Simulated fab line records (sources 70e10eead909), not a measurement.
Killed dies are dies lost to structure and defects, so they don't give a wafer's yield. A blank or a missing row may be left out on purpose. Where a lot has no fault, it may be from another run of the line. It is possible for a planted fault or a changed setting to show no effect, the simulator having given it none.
fab line records ; flow nand_harc
record lots=5; wafers=15; last_day=23
route steps=1159 shown P_GATE@126 END@1159
lots that met no fault: taken from a fault-free run of the same line
start_h: the number of hours between the record's first day and the start of the first shown wafer of the lot ; wait_h: hours since the lot's step before ; " unchanged from the row above ; L1.1+2: a row that stands for several wafers ; - value missing, or start not given ; * or withheld: withheld ; < > ~ a bound
route shown NAME@n: names a module that has steps shown in the file, with the first one's number in the route ; usual: mean/standard deviation taken from wafers without a fault ; same: alike in all rows ; chamber/n: place in a boat ; sites: readings site by site ; _std_site: how widely they spread, as a standard deviation ; _edge_site: the outer-site mean with the inner-site mean subtracted ; radius_mm: how far each site lies from the wafer's centre ; mask NAME#n: copy n ; behind: the last tool/chamber to shape the wafer ; hold: the reason the lot was held/the length of the hold in hours/how it ended ; device: transistor that didn't switch, given as n, p or np ; end of line: the tests these same wafers got at the end of their route ; a step without rows: its recipe alone ; killed: not the wafer's yield, but the dies lost to structure and defects at the first sort ; map: per-die view of a wafer (x killed, . not killed, _ where there is no die)
set.NAME: the setting the step ran with; set.NAME@STEP: the setting that earlier step ran with ; model.NAME: the simulator's own value behind a step, which no gauge read
certain route steps with their lots: each step a table, each wafer a row
services: from which hour (start_h, from the record's first day; less than 0 if before it) a tool's chamber was out of use, for how many hours, and why
## steps
# step NHARC_P_GATE_STRIP_15
# recipe time_s=780; temp_c=130; chemistry=SPM
# step NHARC_P_GATE_PRECLEAN_71
# recipe time_s=*; temp_c=50; bath_age_min=0; chemistry=SC1
# step NHARC_P_GATE_SRD_72
# step NHARC_P_GATE_OXIDE_16
# recipe target_thk_a=30; temp_c=875; ox_time_s=392; material=SiO2
# step NHARC_P_GATE_CVD_17
# recipe target_thk_a=1500; temp_c=620; time_s=900; material=poly-Si
# step NHARC_P_GATE_HM_DEP_102
# recipe target_thk_a=1200; temp_c=400; material=aC
# usual susceptor_temp_C=399.98/0.22; throttle_valve_pct=34.999/0.0096
lot.wafer;tool;chamber;start_h;wait_h;susceptor_temp_C;throttle_valve_pct
L192.1;acl_dep-01;0;102.35;0.4;400.05;35.017
L192.3;acl_dep-01;0;102.35;0.4;399.94;34.990
L192.6;acl_dep-01;0;102.35;0.4;399.93;34.983
L193.1;acl_dep-02;0;102.36;0.4;399.81;34.998
L193.2;acl_dep-02;0;102.36;0.4;399.99;35.002
L193.5;acl_dep-02;0;102.36;0.4;399.96;34.990
L200.3;acl_dep-03;0;140.21;1.8;400.00;35.009
L200.4;acl_dep-03;0;140.21;1.8;400.24;35.015
L200.5;acl_dep-03;0;140.21;1.8;400.35;35.001
L201.2;acl_dep-01;0;154.57;0.8;399.98;34.990
L201.3;acl_dep-01;0;154.57;0.8;400.16;35.005
L201.6;acl_dep-01;0;154.57;0.8;399.91;35.016
L212.1;acl_dep-03;0;218.97;1.4;400.26;34.993
L212.3;acl_dep-03;0;218.97;1.4;399.78;34.974
L212.6;acl_dep-03;0;218.97;1.4;399.74;34.990
# step NHARC_P_GATE_DEP_103
# recipe target_thk_a=300; target_thk_nm=30; temp_c=400; flow_sccm=200; rf_w=350; material=SiON
# usual heater_power_w=735/87; susceptor_temp_C=399.98/0.21
lot.wafer;tool;chamber;start_h;wait_h;heater_power_w;since_wet_clean_h;susceptor_temp_C
L193.2;pecvd-01;1;103.02;0.4;678;34;399.78
L193.1;pecvd-01;2;103.02;0.4;643;34;399.96
L193.5;pecvd-01;1;103.02;0.4;672;-;399.86
L192.3;pecvd-03;2;103.03;0.3;653;159;399.99
L192.1;pecvd-03;1;103.03;0.3;780;160;400.19
L192.6;pecvd-03;1;103.03;0.3;783;-;399.90
L200.3;pecvd-04;1;140.66;0.3;774;114;399.76
L200.4;pecvd-04;1;140.66;0.3;748;-;399.73
L200.5;pecvd-04;2;140.66;0.3;708;-;399.75
L201.2;pecvd-04;1;155.13;0.5;785;128;399.97
L201.3;pecvd-04;2;155.13;0.5;752;128;400.37
L201.6;pecvd-04;2;155.13;0.5;777;-;400.15
L212.3;pecvd-03;2;219.67;0.4;716;95;400.17
L212.1;pecvd-03;0;219.67;0.4;848;95;400.40
L212.6;pecvd-03;0;219.67;0.4;839;-;400.26
# step NHARC_P_GATE_DEHYDRATE_18
# recipe temp_c=150; time_s=120
# step NHARC_P_GATE_HMDS_19
# recipe time_s=30
# step NHARC_P_GATE_COAT_20
# recipe spin_rpm=1500; resist_thk_nm=90
# step NHARC_P_GATE_SOFTBAKE_21
# recipe temp_c=105; time_s=55
# step NHARC_P_GATE_EBR_22
# step NHARC_P_GATE_EXPOSE_23
# recipe na=1.35; target_cd_nm=120; dose_mj=93.91; mask_id=P_GATE
lot.wafer;tool;chamber;start_h;wait_h;mask
L193.1+2+5;arfi_scanner-02;0;103.56;-;P_GATE#0
L192.1+3+6;arfi_scanner-03;0;103.71;-;P_GATE#0
L200.3+4+5;arfi_scanner-02;0;141.22;-;P_GATE_R1#0
L201.2+3+6;arfi_scanner-03;0;155.67;-;P_GATE#0
L212.1+3+6;arfi_scanner-01;0;220.18;-;P_GATE#0
# step NHARC_P_GATE_PEB_24
# recipe peb_temp_c=100; peb_time_s=65
# step NHARC_P_GATE_DEVELOP_25
# recipe develop_time_s=35; dev_temp_c=23
# step NHARC_P_GATE_CD_MEAS_26
# recipe target_cd_nm=120; landing_energy_ev=500
# usual cd_nm=120.5/0.78
lot.wafer;tool;chamber;start_h;wait_h;cd_nm
L193.1;cd_sem-01;0;103.70;-;121.5
L193.2;cd_sem-01;0;103.70;-;121.0
L193.5;cd_sem-01;0;103.70;-;121.3
L192.1;cd_sem-03;0;103.86;-;120.9
L192.3;cd_sem-03;0;103.86;-;121.2
L192.6;cd_sem-03;0;103.86;-;118.5
L200.3;cd_sem-03;0;141.35;-;107.7
L200.4;cd_sem-03;0;141.35;-;107.5
L200.5;cd_sem-03;0;141.35;-;106.7
L201.2;cd_sem-02;0;155.82;-;121.3
L201.3;cd_sem-02;0;155.82;-;119.9
L201.6;cd_sem-02;0;155.82;-;121.4
L212.1;cd_sem-02;0;220.32;-;120.7
L212.3;cd_sem-02;0;220.32;-;119.6
L212.6;cd_sem-02;0;220.32;-;121.6
# step NHARC_P_GATE_OVL_MEAS_27
# usual overlay_x_nm=0.1/0.94; overlay_y_nm=-0.1/0.95
lot.wafer;tool;chamber;start_h;wait_h;overlay_x_nm;overlay_y_nm
L193.1;overlay-02;-;103.80;-;-0.2;-1.4
L193.2;overlay-02;-;103.80;-;-0.5;-1.7
L193.5;overlay-02;-;103.80;-;-0.3;-0.7
L192.1;overlay-01;-;103.95;-;0.8;0.8
L192.3;overlay-01;-;103.95;-;1.2;0.6
L192.6;overlay-01;-;103.95;-;1.4;0.5
L200.3;overlay-02;-;141.44;-;1.2;0.4
L200.4;overlay-02;-;141.44;-;1.1;1.6
L200.5;overlay-02;-;141.44;-;1.1;0.8
L201.2;overlay-01;-;155.90;-;-0.8;0.1
L201.3;overlay-01;-;155.90;-;-0.8;-0.2
L201.6;overlay-01;-;155.90;-;-0.8;1.0
L212.1;overlay-02;-;220.41;-;0.1;0.6
L212.3;overlay-02;-;220.41;-;0.7;1.2
L212.6;overlay-02;-;220.41;-;-0.3;0.8
# step NHARC_P_GATE_INSPECT_28
# usual raw_defect_count=6/3.4
lot.wafer;tool;chamber;start_h;wait_h;raw_defect_count
L193.1;defect_inspect-01;-;103.83;0.0;12
L193.2;defect_inspect-01;-;103.83;0.0;3
L193.5;defect_inspect-01;-;103.83;0.0;11
L192.1;defect_inspect-01;-;103.98;0.0;12
L192.3;defect_inspect-01;-;103.98;0.0;7
L192.6;defect_inspect-01;-;103.98;0.0;3
L200.3;defect_inspect-01;-;141.47;0.0;8
L200.4;defect_inspect-01;-;141.47;0.0;5
L200.5;defect_inspect-01;-;141.47;0.0;4
L201.2;defect_inspect-01;-;155.94;0.0;6
L201.3;defect_inspect-01;-;155.94;0.0;5
L201.6;defect_inspect-01;-;155.94;0.0;3
L212.1;defect_inspect-01;-;220.44;0.0;5
L212.3;defect_inspect-01;-;220.44;0.0;5
L212.6;defect_inspect-01;-;220.44;0.0;4
# step NHARC_P_GATE_DESCUM_31
# recipe time_s=3; o2_flow_sccm=200; ar_flow_sccm=0; bias_power_w=0; chemistry=O2
# usual drypump_motor_current_A=6.0/0.39; oes_product_au=0.993/0.012; rf_vpp_V=57.8/0.98; showerhead_plenum_p_Torr=1.91/0.1; throttle_valve_pct=11.313/0.0083
lot.wafer;tool;chamber;start_h;wait_h;drypump_motor_current_A;oes_product_au;rf_hours_counter_h;rf_vpp_V;showerhead_plenum_p_Torr;throttle_valve_pct;model.P_GATE.cd_nm
L193.1;rie_diel-03;2;103.90;0.1;5.5;0.983;10;57.3;2.03;11.328;121.5
L193.2;rie_diel-03;3;103.90;0.1;6.7;0.983;13;56.0;1.87;11.313;121.8
L193.5;rie_diel-03;2;103.90;0.1;5.5;0.985;-;59.2;2.03;11.314;121.1
L192.3;rie_diel-12;1;104.04;0.1;5.9;1.014;29;57.8;1.78;11.308;121.9
L192.1;rie_diel-12;0;104.04;0.1;6.1;1.001;27;58.0;2.01;11.311;121.4
L192.6;rie_diel-12;2;104.04;0.1;5.3;0.997;-;56.7;1.83;11.311;118.6
L200.4;rie_diel-03;3;141.53;0.1;6.7;0.968;19;59.1;1.87;11.318;108.4
L200.3;rie_diel-03;0;141.53;0.1;5.9;0.990;19;55.7;1.91;11.327;109.5
L200.5;rie_diel-03;3;141.53;0.1;6.6;0.981;-;57.3;1.87;11.311;108
L201.3;rie_diel-12;1;156.02;0.1;5.9;1.012;47;56.7;1.78;11.305;120
L201.2;rie_diel-12;2;156.02;0.1;5.4;0.996;46;58.1;1.83;11.310;121.3
L201.6;rie_diel-12;3;156.02;0.1;5.5;0.982;-;58.3;1.99;11.313;121.5
L212.3;rie_diel-11;3;220.60;0.2;6.6;1.005;11;56.8;1.80;11.319;120.2
L212.1;rie_diel-11;1;220.60;0.2;5.6;1.012;10;59.2;2.06;11.311;120.4
L212.6;rie_diel-11;2;220.60;0.2;6.1;0.980;-;58.5;2.07;11.307;122.3
# step NHARC_P_GATE_ETCH_104
# recipe target_depth_a=600; time_s=withheld; cf4_flow_sccm=100; chf3_flow_sccm=30; ar_flow_sccm=0; rf_w=500; bias_w=200; chemistry=CF4/CHF3
# step NHARC_P_GATE_HM_OPEN_105
# recipe target_depth_a=3600; o2_flow_sccm=400; cos_flow_sccm=20; ar_flow_sccm=0; rf_w=500; bias_w=300; chemistry=O2/COS
# usual cos_flow_sccm=20.01/0.056; drypump_motor_current_A=6.0/0.4; oes_product_au=0.993/0.012; rf_vpp_V=467/3.4; showerhead_plenum_p_Torr=3.12/0.16; throttle_valve_pct=28.330/0.009
lot.wafer;tool;chamber;start_h;wait_h;cos_flow_sccm;drypump_motor_current_A;oes_product_au;rf_hours_counter_h;rf_vpp_V;showerhead_plenum_p_Torr;throttle_valve_pct
L193.2;rie_diel-03;1;-;-;19.91;6.0;0.989;13;464;2.95;28.330
L193.1;rie_diel-03;2;-;-;19.92;5.5;0.981;10;471;3.30;28.354
L193.5;rie_diel-03;0;-;-;19.98;5.9;0.999;-;467;3.12;28.328
L192.1;rie_diel-12;3;-;-;20.05;5.5;0.985;26;470;3.25;28.347
L192.3;rie_diel-12;0;-;-;20.02;6.1;1.000;27;470;3.27;28.328
L192.6;rie_diel-12;2;-;-;19.99;5.4;1.002;-;465;2.99;28.330
L200.3;rie_diel-03;2;-;-;20.09;5.5;0.991;16;471;3.30;28.320
L200.4;rie_diel-03;0;-;-;19.98;5.9;0.993;19;468;3.12;28.331
L200.5;rie_diel-03;2;-;-;20.05;5.6;0.987;-;471;3.30;28.330
L201.3;rie_diel-12;2;-;-;19.97;5.3;1.003;47;464;2.99;28.329
L201.2;rie_diel-12;3;-;-;20.02;5.5;0.986;45;470;3.24;28.340
L201.6;rie_diel-12;3;-;-;20.08;5.6;0.989;-;470;3.24;28.310
L212.3;rie_diel-11;2;-;-;20.00;6.1;0.993;10;473;3.37;28.330
L212.1;rie_diel-11;0;-;-;20.05;5.7;0.999;11;465;2.99;28.333
L212.6;rie_diel-11;2;-;-;20.03;6.1;0.987;-;471;3.37;28.317
# step NHARC_P_GATE_STRIP_106
# recipe o2_flow_sccm=400; cos_flow_sccm=20; ar_flow_sccm=0; bias_w=0; chemistry=O2/COS
# step NHARC_P_GATE_ETCH_114
# recipe target_depth_a=300; overetch_a=30; time_s=16.5; ion_energy_ev=100; cf4_flow_sccm=80; o2_flow_sccm=20; ar_flow_sccm=0; rf_w=300; bias_w=100; chemistry=CF4/O2
# usual drypump_motor_current_A=6.0/0.4; oes_product_au=0.994/0.011; rf_vpp_V=197.7/1.7; showerhead_plenum_p_Torr=1.33/0.069; throttle_valve_pct=13.398/0.0095
lot.wafer;tool;chamber;start_h;wait_h;drypump_motor_current_A;oes_product_au;rf_hours_counter_h;rf_vpp_V;showerhead_plenum_p_Torr;throttle_valve_pct
L193.2;rie_diel-03;1;-;-;6.0;0.994;13;196.8;1.26;13.382
L193.1;rie_diel-03;0;-;-;5.9;0.997;13;198.3;1.33;13.381
L193.5;rie_diel-03;2;-;-;5.5;0.995;-;198.4;1.41;13.411
L192.1;rie_diel-12;2;-;-;5.4;0.989;28;197.3;1.28;13.387
L192.3;rie_diel-12;3;-;-;5.5;0.987;26;200.2;1.39;13.396
L192.6;rie_diel-12;0;-;-;6.1;1.000;-;199.9;1.40;13.393
L200.3;rie_diel-03;0;-;-;5.9;1.000;19;198.2;1.33;13.408
L200.4;rie_diel-03;1;-;-;6.0;0.997;18;196.5;1.26;13.400
L200.5;rie_diel-03;2;-;-;5.5;0.999;-;199.3;1.41;13.401
L201.3;rie_diel-12;2;-;-;5.3;0.991;47;198.4;1.28;13.408
L201.2;rie_diel-12;3;-;-;5.6;0.988;46;198.5;1.39;13.397
L201.6;rie_diel-12;3;-;-;5.6;0.982;-;197.0;1.39;13.408
L212.3;rie_diel-11;2;-;-;6.1;0.989;10;199.2;1.44;13.394
L212.1;rie_diel-11;0;-;-;5.7;1.003;11;195.6;1.28;13.388
L212.6;rie_diel-11;2;-;-;6.1;0.993;-;199.7;1.44;13.407
# step NHARC_P_GATE_ETCH_32
# recipe target_depth_a=1500; over_etch_frac=1; over_etch_ion_energy_ev=40; time_s=100.1; hbr_flow_sccm=150; cl2_flow_sccm=50; rf_w=400; icp_w=400; bias_w=100; chemistry=HBr/Cl2
# usual drypump_motor_current_A=5.7/0.36; oes_product_au=0.999/0.012; throttle_valve_pct=26.406/0.0092
# same over_etch_frac=1
lot.wafer;tool;chamber;start_h;wait_h;drypump_motor_current_A;oes_product_au;rf_hours_counter_h;throttle_valve_pct;model.P_GATE.cd_nm
L193.2;rie_si-03;2;104.36;-;6.3;0.987;1.1;26.399;120
L193.1;rie_si-03;3;104.36;-;5.9;0.994;1.1;26.407;128.4
L193.5;rie_si-03;3;104.36;-;5.9;0.988;-;26.395;125.7
L192.1;rie_si-05;2;104.51;-;5.9;0.999;0.3;26.402;127.4
L192.3;rie_si-05;3;104.51;-;5.6;0.986;0.4;26.417;119.6
L192.6;rie_si-05;2;104.51;-;5.9;1.002;-;26.415;119.9
L200.3;rie_si-04;2;141.99;-;5.6;1.012;0.3;26.407;111.1
L200.4;rie_si-04;1;141.99;-;5.2;1.015;0.3;26.413;113
L200.5;rie_si-04;3;141.99;-;5.5;1.011;-;26.408;110.9
L201.3;rie_si-04;0;157.38;-;6.3;1.019;0.3;26.392;124.3
L201.2;rie_si-04;3;157.38;-;5.5;1.004;0.4;26.398;124.7
L201.6;rie_si-04;1;157.38;-;5.2;0.998;-;26.402;122.6
L212.1;rie_si-03;0;221.38;-;5.2;1.007;0.4;26.394;127.8
L212.3;rie_si-03;1;221.38;-;5.4;1.008;0.5;26.396;123.5
L212.6;rie_si-03;3;221.38;-;5.9;0.983;-;26.411;120.1
# step NHARC_P_GATE_STRIP_108
# recipe o2_flow_sccm=500; ar_flow_sccm=0; bias_w=0; chemistry=O2
# usual drypump_motor_current_A=6.0/0.41; oes_product_au=0.994/0.012; rf_vpp_V=57.8/0.9; showerhead_plenum_p_Torr=3.50/0.18; throttle_valve_pct=17.037/0.0091
lot.wafer;tool;chamber;start_h;wait_h;drypump_motor_current_A;oes_product_au;rf_hours_counter_h;rf_vpp_V;showerhead_plenum_p_Torr;throttle_valve_pct
L193.1;rie_diel-03;1;104.54;-;6.0;0.987;13;57.5;3.34;17.028
L193.2;rie_diel-03;3;104.54;-;6.7;0.978;13;58.0;3.45;17.045
L193.5;rie_diel-03;1;104.54;-;6.1;0.990;-;56.2;3.34;17.031
L192.3;rie_diel-03;3;104.70;-;6.7;0.972;13;58.1;3.45;17.044
L192.1;rie_diel-03;2;104.70;-;5.6;0.985;10;58.2;3.73;17.047
L192.6;rie_diel-03;3;104.70;-;6.7;0.975;-;58.5;3.46;17.036
L200.4;rie_diel-11;3;142.17;-;6.7;0.986;39;56.8;3.35;17.042
L200.3;rie_diel-11;1;142.17;-;5.7;1.008;31;58.5;3.79;17.048
L200.5;rie_diel-11;2;142.17;-;6.1;1.012;-;57.6;3.28;17.024
L201.3;rie_diel-12;2;157.55;-;5.3;0.996;47;58.1;3.38;17.024
L201.2;rie_diel-12;0;157.55;-;6.1;0.995;46;57.7;3.69;17.032
L201.6;rie_diel-12;3;157.55;-;5.6;0.982;-;58.4;3.66;17.042
L212.1;rie_diel-11;2;221.63;-;6.1;0.981;10;57.5;3.80;17.033
L212.3;rie_diel-11;0;221.63;-;5.8;0.991;12;55.3;3.38;17.053
L212.6;rie_diel-11;2;221.63;-;6.1;0.994;-;57.9;3.80;17.046
# step NHARC_END_SORT_01
# recipe temp_c=25
# usual killed_at_array=25/10; killed_at_other=0.6/0.91; killed_at_periphery=3.6/2.9; killed_dies=29/10; killed_open=3.3/2; killed_short=1.9/1.5
# same gross_dies=677
lot.wafer;tool;chamber;start_h;wait_h;killed_at_array;killed_at_other;killed_at_periphery;killed_dies;killed_open;killed_short
L200.3;prober-01;0;501.09;3.1;18;0;9;27;2;4
L200.5;prober-01;0;502.69;3.7;20;0;3;23;2;1
# killed by level:class
L200.3 A_SLIT:chamber_film_flake=11 P_GATE:chamber_film_flake=3 P_CONTACT:geometric_particle:open=2 A_CHANNEL_HOLE_D1:chamber_film_flake=2 A_CONTACT:chamber_film_flake=2 P_STI:geometric_particle:short=1 P_CONTACT:geometric_particle:short=1 P_M1:geometric_particle:short=1
L200.5 A_SLIT:chamber_film_flake=8 A_CHANNEL_HOLE_D1:chamber_film_flake=3 A_STAIRCASE:chamber_film_flake=3 A_CONTACT:chamber_film_flake=2 P_CONTACT:geometric_particle:open=1 A_CHANNEL_FILL_D1:geometric_particle:short=1 A_WL_FILL:geometric_particle:open=1 P_GATE:chamber_film_flake=1
## services
tool;chamber;start_h;hours;kind
rie_si-05;-;79.19;0.7;repair
pecvd-01;-;81.70;5.9;repair
arfi_scanner-01;-;83.57;6.6;repair
arfi_scanner-02;-;84.00;4.0;pm
rie_si-04;-;91.10;0.8;repair
rie_si-04;-;99.00;9.0;pm
rie_si-05;2;101.74;1.6;repair
rie_diel-11;1;104.11;4.5;repair
arfi_scanner-01;-;105.55;0.3;repair
pecvd-03;-;111.61;13.0;pm
acl_dep-01;-;111.64;13.0;pm
rie_si-04;-;125.50;1.1;repair
arfi_scanner-03;-;140.00;4.0;pm
rie_diel-03;3;148.73;7.9;repair
pecvd-03;0;151.72;2.3;repair
rie_si-03;-;155.00;9.0;pm
rie_diel-11;-;155.07;0.5;repair
rie_si-04;2;178.05;4.8;repair
arfi_scanner-03;-;178.30;0.5;repair
rie_diel-11;-;189.52;9.0;pm
pecvd-04;-;195.00;13.0;pm
rie_diel-12;-;202.53;9.0;pm
rie_diel-03;-;215.30;9.0;pm
rie_si-04;3;218.65;11.7;repair
## key
first_sign step=NHARC_P_GATE_EXPOSE_23; reading=mask; direction=changed
effect step=NHARC_P_GATE_CD_MEAS_26; reading=cd_nm; direction=down; sigmas=17; usual=120.5; struck=107.3
model_effect step=NHARC_P_GATE_DESCUM_31; value=P_GATE.cd_nm; without=122.4; struck=108.6
model_effect step=NHARC_P_GATE_ETCH_32; value=P_GATE.cd_nm; without=125.4; struck=111.6
met_at NHARC_P_GATE_EXPOSE_23
struck_wafers L200.3,L200.4,L200.5
tester_left_out L200
onset_between 103.56 141.22
fault kind=wrong_mask; tool=any; chamber=-; onset_h=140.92; steps=NHARC_P_GATE_EXPOSE_23; aux_copy=P_GATE_R1#0; cd_offset_nm=-13.779; scope=struck_lots_only
# tester_left_out: of these lots the tester's yield and bins aren't shown, on N5 and GAA mostly nor the transistor test; their killed dies are dies lost to structure and defects alone, not to doping, threshold or leakage, so they don't give the yield
